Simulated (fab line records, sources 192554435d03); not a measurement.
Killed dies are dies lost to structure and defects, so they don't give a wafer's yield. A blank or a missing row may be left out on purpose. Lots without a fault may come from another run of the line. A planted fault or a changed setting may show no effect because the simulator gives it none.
fab line records | flow n5_finfet
record lots=7 wafers=39
route steps=1938 shown WELL_APT@26 STI_FIN_REVEAL@198 SD_EPI_N@278 HKMG_FIN@414 MOL_CONTACT_COAG@559 BEOL_M1@820 BEOL_M3@1010 BEOL_M6@1236 BEOL_M8@1392 BEOL_M9@1460 BEOL_M12@1615 BEOL_M14@1751 MIM_BOT_ETCH@1866 PASSIVATION@1936
start_h: hours from the record's first day to the start of the lot's first wafer shown | wait_h: hours since the lot's step before | " the same as in the row above | L1.1+2: a row that stands for several wafers | - no value, or no start given | * or withheld: withheld | < > ~ a bound
route shown NAME@n: a module of which the file shows steps, and the number in the route of the first | usual: mean/standard deviation of fault-free wafers | same: alike in all rows | chamber/n: place in a boat | sites: the reading at each site | _std_site: their standard deviation | _edge_site: outer sites' mean less inner sites' | radius_mm: how far each site lies from the wafer's centre | mask NAME#n: copy n | behind: the tool/chamber that last shaped the wafer | hold: why the lot was held/for how many hours/how that ended | device: the transistor (n, p or np) that didn't switch | end of line: the same wafers' tests at the end of the route | a step without rows: its recipe alone | killed: dies lost to structure and defects at the first sort, not the wafer's yield | map: a wafer's dies, x killed, . not, _ none there
set.NAME: the setting as run; set.NAME@STEP: as run at that earlier step | model.NAME: the simulator's own value behind a step, which no gauge read
lots whose settings were changed on purpose; a table a step, a row a wafer
## steps
# step N5_WELL_APT_DEVELOP_07
# recipe develop_time_s=45 rinse_liquid=surfactant_rinse dry=air_spin dev_temp_c=21
# step N5_STI_FIN_REVEAL_PRECLEAN_17
# recipe chemistry=NF3:NH3 afs_cycles=1 temp_c=30 time_s=20 sublimation_temp_c=180 sublimation_time_s=60 pressure_torr=3 rf_power_w=30
# step N5_SD_EPI_N_ETCH_45
# recipe chemistry=CH3F/O2 target=SiOCN target_depth_a=60 mask_material=SOC ion_energy_ev=60 bias_w=29 pressure_mtorr=15 source_w=410 Ar_flow_sccm=150 CH3F_flow_sccm=30 O2_flow_sccm=20
# step N5_HKMG_FIN_RTA_80
# recipe temp_c=withheld time_s=2 ambient=N2 idle_temp_c=600 ramp_up_c_per_s=150 ramp_down_c_per_s=60 cool_to_c=600
# step N5_MOL_CONTACT_COAG_ALD_27
# recipe material=SiOC target_thk_a=170 temp_c=400 ald_precursor_family=carbosiloxane ald_co_reactant=H2-plasma pulse_time_s=1.5 time_s=2720 purge_time_s=2 co_reactant_purge_time_s=2 ald_cycles=340 pressure_torr=2
# step N5_BEOL_M1_SPUTTER_86
# recipe material=Cu target_thk_a=45 temp_c=-20 chamber_pressure_pa=0.07 power_w=withheld time_s=8.29
# step N5_BEOL_M3_SPUTTER_96
# step N5_BEOL_M6_VIA_ETCH_34
# recipe chemistry=C4F6/O2 target=SiCOH_lowk target_depth_a=1263 mask_material=SOC taper_deg=4 time_s=50.9 ion_energy_ev=250 pressure_mtorr=30 source_w=345 bias_w=185 Ar_flow_sccm=300 C4F6_flow_sccm=10 O2_flow_sccm=10
# step N5_BEOL_M8_SPUTTER_48
# recipe material=Cu target_thk_a=100 temp_c=-20 bias_v=60 power_w=26000 chamber_pressure_pa=0.13 time_s=1.667
# step N5_BEOL_M9_CVD_78
# recipe material=Co target_thk_a=20 temp_c=withheld precursor=CCTBA/H2 pressure_torr=30 time_s=138.9
# step N5_BEOL_M12_DESCUM_15
# recipe chemistry=O2 time_s=7.9 source_power_w=50 bias_power_w=20 pressure_mtorr=20 rf_frequency_hz=2.712e+07 temp_c=40 o2_flow_sccm=225
# step N5_BEOL_M14_ETCH_68
# recipe chemistry=N2/H2 target=SOC mask_material=SiARC source_w=3000 bias_w=350 temp_c=40 time_s=450 ion_energy_ev=200 pressure_mtorr=30 n2_flow_sccm=200 h2_flow_sccm=200
# step N5_MIM_BOT_ETCH_ETCH_04
# recipe chemistry=CF4/O2 target=SiNx target_depth_a=260 time_s=13 ion_energy_ev=100 pressure_mtorr=40 source_w=535 bias_w=49 Ar_flow_sccm=100 cf4_flow_sccm=100 O2_flow_sccm=10
# step N5_PASSIVATION_PROBE_49
# usual killed_at_M4_up=12/4.5 killed_at_other=4/3
# columns lot.wafer tool chamber start_h wait_h set.develop_time_s@WELL_APT_DEVELOP_07 set.time_s@STI_FIN_REVEAL_PRECLEAN_17 set.target_depth_a@SD_EPI_N_ETCH_45 set.time_s@HKMG_FIN_RTA_80 set.ald_cycles@MOL_CONTACT_COAG_ALD_27 set.time_s@BEOL_M1_SPUTTER_86 set.target_thk_a@BEOL_M3_SPUTTER_96 set.time_s@BEOL_M6_VIA_ETCH_34 set.target_thk_a@BEOL_M8_SPUTTER_48 set.target_thk_a@BEOL_M9_CVD_78 set.time_s@BEOL_M12_DESCUM_15 set.time_s@BEOL_M14_ETCH_68 set.time_s@MIM_BOT_ETCH_ETCH_04 killed_at_M4_up killed_at_other
L079.1 prober-01 - 298.25 0.0 67.37 26.41 60 2 340 3.852 32.83 50.9 76.34 11.36 6.196 215.6 5.347 13 1080
L079.2 prober-01 - 298.30 0.1 45 20 32.38 2.903 340 3.852 32.83 39.24 100 20 6.196 450 5.347 468 629
L079.3 prober-01 - 298.35 0.1 45 20 60 2 340 8.29 45 39.24 76.34 20 7.9 215.6 5.347 167 905
L079.4 prober-01 - 298.40 0.2 45 26.41 32.38 2.903 340 8.29 45 50.9 100 20 7.9 215.6 13 11 4
L079.5 prober-01 - 298.45 0.2 67.37 20 60 2.903 340 3.852 45 39.24 76.34 11.36 6.196 450 13 465 6
L079.6 prober-01 - 298.50 0.3 67.37 26.41 32.38 2 340 8.29 32.83 50.9 100 11.36 7.9 450 13 7 9
L077.1 prober-02 - 302.16 0.0 45 20 60 1.204 340 10.88 64.9 32.83 156 15.13 7.9 450 13 1115 4
L077.2 prober-02 - 302.21 0.1 21.92 20 60 1.204 340 8.29 64.9 32.83 100 20 9.092 450 6.717 1109 4
L077.3 prober-02 - 302.26 0.1 45 20 60 1.204 504 8.29 45 50.9 100 15.13 9.092 316.3 13 14 3
L077.4 prober-02 - 302.31 0.2 21.92 20 60 2 504 10.88 64.9 50.9 156 20 7.9 450 6.717 14 794
L077.5 prober-02 - 302.36 0.2 21.92 20 60 2 340 8.29 45 50.9 156 20 9.092 316.3 13 11 5
L077.6 prober-02 - 302.41 0.3 45 20 60 2 504 10.88 45 32.83 100 15.13 7.9 316.3 6.717 1068 11
L078.1 prober-02 - 305.99 0.2 45 25.54 60 2.691 510 8.29 45 37.92 100 20 12.42 539.5 13 942 2
L078.2 prober-02 - 306.04 0.2 45 25.54 60 2 510 8.29 45 50.9 100 20 7.9 539.5 9.995 22 2
L078.3 prober-02 - 306.09 0.3 45 20 87.18 2 510 8.29 45 37.92 100 23.83 7.9 450 9.995 942 1
L078.4 prober-02 - 306.14 0.3 45 20 60 2 340 8.29 45 50.9 100 20 12.42 450 13 12 2
L078.5 prober-02 - 306.19 0.4 45 20 87.18 2.691 340 8.29 45 37.92 100 23.83 12.42 539.5 9.995 711 6
L078.6 prober-02 - 306.24 0.4 45 25.54 87.18 2.691 340 8.29 45 50.9 100 23.83 7.9 450 13 19 2
L084.1 prober-01 - 343.85 0.0 45 12.96 60 2 340 8.29 45 69.14 100 30.02 7.9 703.6 13 8 1
L084.2 prober-01 - 343.90 0.1 45 20 60 2 400 8.29 45 50.9 100 30.02 11.66 450 6.915 8 840
L084.3 prober-01 - 343.95 0.1 45 20 60 2 340 8.29 45 50.9 40.15 20 11.66 703.6 6.915 197 761
L084.4 prober-01 - 344.00 0.2 45 12.96 60 2 340 8.29 45 69.14 40.15 20 7.9 703.6 6.915 189 807
L084.5 prober-01 - 344.05 0.2 45 12.96 60 2 400 8.29 45 50.9 100 20 7.9 450 13 8 0
L084.6 prober-01 - 344.10 0.3 45 20 60 2 400 8.29 45 69.14 40.15 30.02 11.66 450 13 192 5
L088.1 prober-01 - 357.49 0.0 45 20 89.14 2 340 6.024 36.83 50.9 100 24.96 7.9 586.5 8.317 9 157
L088.2 prober-01 - 357.54 0.1 45 20 60 2 340 6.024 45 50.9 100 20 7.9 450 8.317 13 241
L088.3 prober-01 - 357.59 0.1 45 20 60 2 340 8.29 36.83 50.9 100 24.96 7.9 450 8.317 16 126
L088.4 prober-01 - 357.64 0.2 45 20 89.14 2 140 8.29 45 50.9 100 24.96 7.9 586.5 13 24 2
L088.5 prober-01 - 357.69 0.2 45 20 60 2 140 8.29 45 50.9 100 20 7.9 586.5 13 20 1
L088.6 prober-01 - 357.74 0.3 45 20 89.14 2 140 6.024 36.83 50.9 100 20 7.9 450 13 18 9
L093.2 prober-02 - 391.06 0.1 45 20 60 2 340 8.29 45 50.9 100 20 7.9 450 13 11 13
L093.3 prober-02 - 391.11 0.1 45 20 60 2 340 8.29 45 50.9 100 20 7.9 450 13 11 7
L093.6 prober-02 - 391.26 0.3 45 20 60 2 340 8.29 45 50.9 100 20 7.9 450 13 7 4
L096.1 prober-01 - 415.81 0.0 59.81 20 60 2 432 3.395 45 50.9 72.85 20 9.948 450 13 16 0
L096.2 prober-01 - 415.86 0.1 59.81 20 60 1.167 340 8.29 45 50.9 72.85 25.87 7.9 450 13 24 2
L096.3 prober-01 - 415.91 0.1 59.81 20 60 1.167 432 8.29 56.64 50.9 72.85 20 9.948 450 17.64 20 5
L096.4 prober-01 - 415.96 0.2 45 20 60 1.167 340 3.395 56.64 50.9 100 20 7.9 450 17.64 8 5
L096.5 prober-01 - 416.01 0.2 45 20 60 2 432 8.29 56.64 50.9 100 25.87 9.948 450 13 13 0
L096.6 prober-01 - 416.06 0.3 45 20 60 2 340 3.395 45 50.9 100 25.87 7.9 450 17.64 8 5
# killed by level:class
L079.1 MIM_BOT_ETCH:area_etch=1076 STI_FIN_REVEAL:geometric_particle:open=11 BEOL_M1:geometric_particle:open=10 FIN_SAQP:geometric_particle:short=9 FIN_SAQP:geometric_particle:open=8 BEOL_M8:interface_void_opened=7 DUMMY_GATE:geometric_particle:open=6 MOL_CONTACT_COAG:geometric_particle:open=5
L079.2 MIM_BOT_ETCH:area_etch=622 BEOL_M6:area_etch=457 MOL_CONTACT_COAG:geometric_particle:open=10 BEOL_M0_SAQP:geometric_particle:short=8 FIN_SAQP:geometric_particle:open=6 FIN_SAQP:geometric_particle:short=6 DUMMY_GATE:geometric_particle:open=6 BEOL_M0_SAQP:geometric_particle:open=6
L079.3 MIM_BOT_ETCH:area_etch=896 BEOL_M6:area_etch=147 MOL_CONTACT_COAG:geometric_particle:open=13 FIN_SAQP:geometric_particle:short=12 BEOL_M0_SAQP:geometric_particle:open=11 BEOL_M1:geometric_particle:open=9 FIN_SAQP:geometric_particle:open=9 STI_FIN_REVEAL:geometric_particle:open=7
L079.4 MOL_CONTACT_COAG:geometric_particle:open=9 FIN_SAQP:geometric_particle:open=8 BEOL_M0_SAQP:geometric_particle:open=7 BEOL_M1:geometric_particle:open=7 BEOL_M0_SAQP:geometric_particle:short=6 STARTING-WAFER:geometric_particle:short=6 FIN_SAQP:geometric_particle:short=5 STI_FIN_REVEAL:geometric_particle:open=5
L079.5 BEOL_M6:area_etch=459 FIN_SAQP:geometric_particle:short=17 BEOL_M0_SAQP:geometric_particle:open=8 MOL_CONTACT_COAG:geometric_particle:open=8 FIN_SAQP:geometric_particle:open=7 STI_FIN_REVEAL:geometric_particle:open=6 GATE_CUT:geometric_particle:short=6 BEOL_M3:geometric_particle:open=4
L079.6 BEOL_M0_SAQP:geometric_particle:open=10 MOL_CONTACT_COAG:geometric_particle:open=9 BEOL_M0_SAQP:geometric_particle:short=6 STI_FIN_REVEAL:geometric_particle:open=5 GATE_CUT:geometric_particle:short=5 GATE_CUT:geometric_particle:open=5 BEOL_M1:geometric_particle:open=5 BEOL_M8:geometric_particle:open=5
L077.1 BEOL_M6:area_etch=1109 FIN_SAQP:geometric_particle:short=10 FIN_SAQP:geometric_particle:open=7 STI_FIN_REVEAL:geometric_particle:open=5 MOL_CONTACT_COAG:geometric_particle:open=4 BEOL_M0_SAQP:geometric_particle:open=4 BEOL_M3:geometric_particle:open=4 DUMMY_GATE:geometric_particle:open=3
L077.2 BEOL_M6:area_etch=1101 MOL_CONTACT_COAG:geometric_particle:open=11 BEOL_M0_SAQP:geometric_particle:short=10 STI_FIN_REVEAL:geometric_particle:open=7 BEOL_M0_SAQP:geometric_particle:open=5 FIN_SAQP:geometric_particle:short=4 STI_FIN_REVEAL:geometric_particle:short=4 BEOL_M2:geometric_particle:open=4
L077.3 STI_FIN_REVEAL:geometric_particle:open=11 MOL_CONTACT_COAG:geometric_particle:open=9 FIN_SAQP:geometric_particle:short=8 BEOL_M4:geometric_particle:open=8 BEOL_M2:geometric_particle:open=7 FIN_SAQP:geometric_particle:open=6 DUMMY_GATE:geometric_particle:open=6 BEOL_M1:geometric_particle:open=5
L077.4 MIM_BOT_ETCH:area_etch=784 FIN_SAQP:geometric_particle:short=16 FIN_SAQP:geometric_particle:open=14 DUMMY_GATE:geometric_particle:open=7 BEOL_M0_SAQP:geometric_particle:short=7 MIM_TOP:geometric_particle:short=7 BEOL_M0_SAQP:geometric_particle:open=6 STI_FIN_REVEAL:geometric_particle:open=5
L077.5 STI_FIN_REVEAL:geometric_particle:open=12 BEOL_M2:geometric_particle:open=10 FIN_SAQP:geometric_particle:open=9 MOL_CONTACT_COAG:geometric_particle:open=8 FIN_SAQP:geometric_particle:short=7 DUMMY_GATE:geometric_particle:open=4 ILD0:geometric_particle:open=4 BEOL_M0_SAQP:geometric_particle:short=4
L077.6 BEOL_M6:area_etch=1049 BEOL_M0_SAQP:geometric_particle:open=12 BEOL_M3:geometric_particle:open=12 STI_FIN_REVEAL:geometric_particle:open=9 MOL_CONTACT_COAG:geometric_particle:open=9 BEOL_M0_SAQP:geometric_particle:short=9 FIN_SAQP:geometric_particle:open=7 BEOL_M4:geometric_particle:open=7
L078.1 BEOL_M6:area_etch=931 FIN_SAQP:geometric_particle:short=22 MOL_CONTACT_COAG:geometric_particle:open=18 BEOL_M0_SAQP:geometric_particle:open=16 FIN_SAQP:geometric_particle:open=11 MOL_CONTACT_COAG:geometric_particle:short=6 BEOL_M1:geometric_particle:open=5 BEOL_M0_SAQP:geometric_particle:short=5
L078.2 FIN_SAQP:geometric_particle:short=11 BEOL_M4:geometric_particle:open=11 MOL_CONTACT_COAG:geometric_particle:open=9 BEOL_M0_SAQP:geometric_particle:short=8 FIN_SAQP:geometric_particle:open=5 BEOL_M3:geometric_particle:open=5 MOL_CONTACT_COAG:geometric_particle:short=4 BEOL_M0_SAQP:geometric_particle:open=4
L078.3 BEOL_M6:area_etch=930 MOL_CONTACT_COAG:geometric_particle:open=23 BEOL_M2:geometric_particle:open=7 MOL_CONTACT_COAG:geometric_particle:short=6 BEOL_M3:geometric_particle:open=6 FIN_SAQP:geometric_particle:short=5 BEOL_M0_SAQP:geometric_particle:open=5 BEOL_M3:geometric_particle:short=4
L078.4 FIN_SAQP:geometric_particle:short=9 MOL_CONTACT_COAG:geometric_particle:open=9 BEOL_M0_SAQP:geometric_particle:short=7 FIN_SAQP:geometric_particle:open=5 BEOL_M2:geometric_particle:open=5 BEOL_M3:geometric_particle:short=5 FIN_CUT:geometric_particle:short=4 MOL_CONTACT_COAG:geometric_particle:short=4
L078.5 BEOL_M6:area_etch=696 FIN_SAQP:geometric_particle:short=19 BEOL_M0_SAQP:geometric_particle:short=9 FIN_SAQP:geometric_particle:open=8 BEOL_M3:geometric_particle:open=8 MOL_CONTACT_COAG:geometric_particle:open=7 BEOL_M0_SAQP:geometric_particle:open=7 BEOL_M4:geometric_particle:open=7
L078.6 FIN_SAQP:geometric_particle:short=13 BEOL_M2:geometric_particle:open=9 BEOL_M3:geometric_particle:open=9 STI_FIN_REVEAL:geometric_particle:open=7 MOL_CONTACT_COAG:geometric_particle:open=7 BEOL_M6:geometric_particle:open=7 BEOL_M0_SAQP:geometric_particle:short=7 DUMMY_GATE:geometric_particle:open=5
L084.1 FIN_SAQP:geometric_particle:short=34 MOL_CONTACT_COAG:geometric_particle:open=16 FIN_SAQP:geometric_particle:open=14 BEOL_M0_SAQP:geometric_particle:short=13 BEOL_M0_SAQP:geometric_particle:open=8 BEOL_M2:geometric_particle:open=7 BEOL_M3:geometric_particle:open=7 ILD0:geometric_particle:open=4
L084.2 MIM_BOT_ETCH:area_etch=840 MOL_CONTACT_COAG:geometric_particle:open=15 FIN_SAQP:geometric_particle:short=13 BEOL_M0_SAQP:geometric_particle:open=9 BEOL_M2:geometric_particle:open=8 BEOL_M2:geometric_particle:short=7 BEOL_M1:geometric_particle:open=6 BEOL_M3:geometric_particle:open=6
L084.3 MIM_BOT_ETCH:area_etch=760 BEOL_M8:interface_void_opened=183 MOL_CONTACT_COAG:geometric_particle:open=16 BEOL_M0_SAQP:geometric_particle:short=11 BEOL_M0_SAQP:geometric_particle:open=10 FIN_SAQP:geometric_particle:short=9 BEOL_M2:geometric_particle:open=7 GATE_CUT:geometric_particle:short=6
L084.4 MIM_BOT_ETCH:area_etch=805 BEOL_M8:interface_void_opened=173 FIN_SAQP:geometric_particle:short=18 BEOL_M2:geometric_particle:open=13 FIN_SAQP:geometric_particle:open=12 MOL_CONTACT_COAG:geometric_particle:open=10 BEOL_M2:geometric_particle:short=6 BEOL_M3:geometric_particle:open=5
L084.5 FIN_SAQP:geometric_particle:short=25 FIN_SAQP:geometric_particle:open=13 MOL_CONTACT_COAG:geometric_particle:open=11 BEOL_M0_SAQP:geometric_particle:short=8 BEOL_M2:geometric_particle:open=8 BEOL_M3:geometric_particle:open=7 BEOL_M0_SAQP:geometric_particle:open=6 STI_FIN_REVEAL:geometric_particle:open=4
L084.6 BEOL_M8:interface_void_opened=183 FIN_SAQP:geometric_particle:short=20 BEOL_M0_SAQP:geometric_particle:open=12 MOL_CONTACT_COAG:geometric_particle:open=8 BEOL_M0_SAQP:geometric_particle:short=8 BEOL_M2:geometric_particle:open=7 FIN_SAQP:geometric_particle:open=6 BEOL_M3:geometric_particle:open=5
L088.1 MIM_BOT_ETCH:area_etch=153 BEOL_M0_SAQP:geometric_particle:open=16 FIN_SAQP:geometric_particle:short=14 STI_FIN_REVEAL:geometric_particle:open=12 MOL_CONTACT_COAG:geometric_particle:open=8 BEOL_M0_SAQP:geometric_particle:short=7 MOL_CONTACT_COAG:geometric_particle:short=7 FIN_SAQP:geometric_particle:open=6
L088.2 MIM_BOT_ETCH:area_etch=239 MOL_CONTACT_COAG:geometric_particle:open=12 BEOL_M0_SAQP:geometric_particle:open=11 STI_FIN_REVEAL:geometric_particle:open=8 BEOL_M2:geometric_particle:open=8 BEOL_M3:geometric_particle:open=7 FIN_SAQP:geometric_particle:open=5 BEOL_M0_SAQP:geometric_particle:short=5
L088.3 MIM_BOT_ETCH:area_etch=121 MOL_CONTACT_COAG:geometric_particle:open=18 BEOL_M3:geometric_particle:open=9 STI_FIN_REVEAL:geometric_particle:open=7 MOL_CONTACT_COAG:geometric_particle:short=7 BEOL_M5:geometric_particle:open=7 BEOL_M0_SAQP:geometric_particle:short=6 BEOL_M1:geometric_particle:open=6
L088.4 FIN_SAQP:geometric_particle:short=18 MOL_CONTACT_COAG:geometric_particle:open=10 FIN_SAQP:geometric_particle:open=9 BEOL_M4:geometric_particle:short=8 BEOL_M2:geometric_particle:open=6 BEOL_M4:geometric_particle:open=6 BEOL_M5:geometric_particle:open=5 BEOL_M3:geometric_particle:open=4
L088.5 MOL_CONTACT_COAG:geometric_particle:open=11 BEOL_M2:geometric_particle:open=10 FIN_SAQP:geometric_particle:open=9 BEOL_M0_SAQP:geometric_particle:short=8 BEOL_M1:geometric_particle:open=6 BEOL_M5:geometric_particle:open=5 BEOL_M4:geometric_particle:short=5 STI_FIN_REVEAL:geometric_particle:open=4
L088.6 FIN_SAQP:geometric_particle:open=22 MOL_CONTACT_COAG:geometric_particle:open=15 FIN_SAQP:geometric_particle:short=7 BEOL_M1:geometric_particle:open=7 BEOL_M4:geometric_particle:short=6 BEOL_M0_SAQP:geometric_particle:open=5 MOL_CONTACT_COAG:geometric_particle:short=4 BEOL_M1:geometric_particle:short=4
L093.2 STI_FIN_REVEAL:geometric_particle:open=13 FIN_SAQP:geometric_particle:short=11 FIN_SAQP:geometric_particle:open=10 MOL_CONTACT_COAG:geometric_particle:open=9 STI_FIN_REVEAL:geometric_particle:short=7 BEOL_M0_SAQP:geometric_particle:short=7 BEOL_M3:geometric_particle:open=5 BEOL_M0_SAQP:geometric_particle:open=5
L093.3 FIN_SAQP:geometric_particle:open=9 BEOL_M0_SAQP:geometric_particle:short=7 BEOL_M2:geometric_particle:open=7 STI_FIN_REVEAL:geometric_particle:open=6 BEOL_M0_SAQP:geometric_particle:open=6 BEOL_M0:geometric_particle:short=5 GATE_CUT:geometric_particle:open=4 MOL_CONTACT_COAG:geometric_particle:open=4
L093.6 FIN_SAQP:geometric_particle:short=13 BEOL_M3:geometric_particle:open=9 FIN_SAQP:geometric_particle:open=7 GATE_CUT:geometric_particle:short=7 BEOL_M2:geometric_particle:open=7 MOL_CONTACT_COAG:geometric_particle:open=6 BEOL_M0_SAQP:geometric_particle:open=6 BEOL_M0_SAQP:geometric_particle:short=5
L096.1 BEOL_M3:geometric_particle:open=8 BEOL_M8:interface_void_opened=7 BEOL_M0_SAQP:geometric_particle:short=6 BEOL_M1:geometric_particle:open=6 FIN_SAQP:geometric_particle:short=5 BEOL_M0_SAQP:geometric_particle:open=5 STI_FIN_REVEAL:geometric_particle:open=5 MOL_CONTACT_COAG:geometric_particle:open=5
L096.2 M1:area_ald=266 STI_FIN_REVEAL:geometric_particle:open=11 BEOL_M8:interface_void_opened=10 MOL_CONTACT_COAG:geometric_particle:open=8 BEOL_M1:geometric_particle:open=8 BEOL_M0_SAQP:geometric_particle:open=7 BEOL_M4:geometric_particle:open=7 FIN_SAQP:geometric_particle:open=6
L096.3 MOL_CONTACT_COAG:geometric_particle:open=14 BEOL_M3:geometric_particle:open=12 BEOL_M8:interface_void_opened=11 FIN_SAQP:geometric_particle:short=7 BEOL_M1:geometric_particle:open=6 BEOL_M0_SAQP:geometric_particle:open=6 BEOL_M3:geometric_particle:short=5 BEOL_M4:geometric_particle:open=4
L096.4 M1:area_ald=271 BEOL_M3:geometric_particle:open=11 STI_FIN_REVEAL:geometric_particle:open=8 BEOL_M1:geometric_particle:open=7 BEOL_M0_SAQP:geometric_particle:open=6 MOL_CONTACT_COAG:geometric_particle:open=5 BEOL_M0_SAQP:geometric_particle:short=4 DUMMY_GATE:geometric_particle:open=3
L096.5 M1:area_ald=267 MOL_CONTACT_COAG:geometric_particle:open=14 BEOL_M1:geometric_particle:open=12 BEOL_M2:geometric_particle:open=11 FIN_SAQP:geometric_particle:short=8 BEOL_M0_SAQP:geometric_particle:open=8 BEOL_M4:geometric_particle:open=6 BEOL_M0_SAQP:geometric_particle:short=5
L096.6 MOL_CONTACT_COAG:geometric_particle:open=10 FIN_SAQP:geometric_particle:short=6 STI_FIN_REVEAL:geometric_particle:open=6 MOL_CONTACT_COAG:geometric_particle:short=6 BEOL_M3:geometric_particle:open=5 BEOL_M0_SAQP:geometric_particle:short=4 BEOL_M1:geometric_particle:open=4 BEOL_M5:geometric_particle:open=4
## key
split step=N5_WELL_APT_DEVELOP_07 setting=develop_time_s stated_as=45
response none clear
split step=N5_STI_FIN_REVEAL_PRECLEAN_17 setting=time_s stated_as=20
response none clear
split step=N5_SD_EPI_N_ETCH_45 setting=target_depth_a stated_as=60
response none clear
split step=N5_HKMG_FIN_RTA_80 setting=time_s stated_as=2
response none clear
split step=N5_MOL_CONTACT_COAG_ALD_27 setting=ald_cycles stated_as=340
response none clear
split step=N5_BEOL_M1_SPUTTER_86 setting=time_s stated_as=8.29
response none clear
split step=N5_BEOL_M3_SPUTTER_96 setting=target_thk_a stated_as=45
response none clear
split step=N5_BEOL_M6_VIA_ETCH_34 setting=time_s stated_as=50.9
response step=N5_PASSIVATION_PROBE_49 reading=killed_at_M4_up slope=-18.4 per=1% together_with=all explained=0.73
split step=N5_BEOL_M8_SPUTTER_48 setting=target_thk_a stated_as=100
response none clear
split step=N5_BEOL_M9_CVD_78 setting=target_thk_a stated_as=20
response none clear
split step=N5_BEOL_M12_DESCUM_15 setting=time_s stated_as=7.9
response none clear
split step=N5_BEOL_M14_ETCH_68 setting=time_s stated_as=450
response none clear
split step=N5_MIM_BOT_ETCH_ETCH_04 setting=time_s stated_as=13
response step=N5_PASSIVATION_PROBE_49 reading=killed_at_other slope=-12.3 per=1% together_with=all explained=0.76
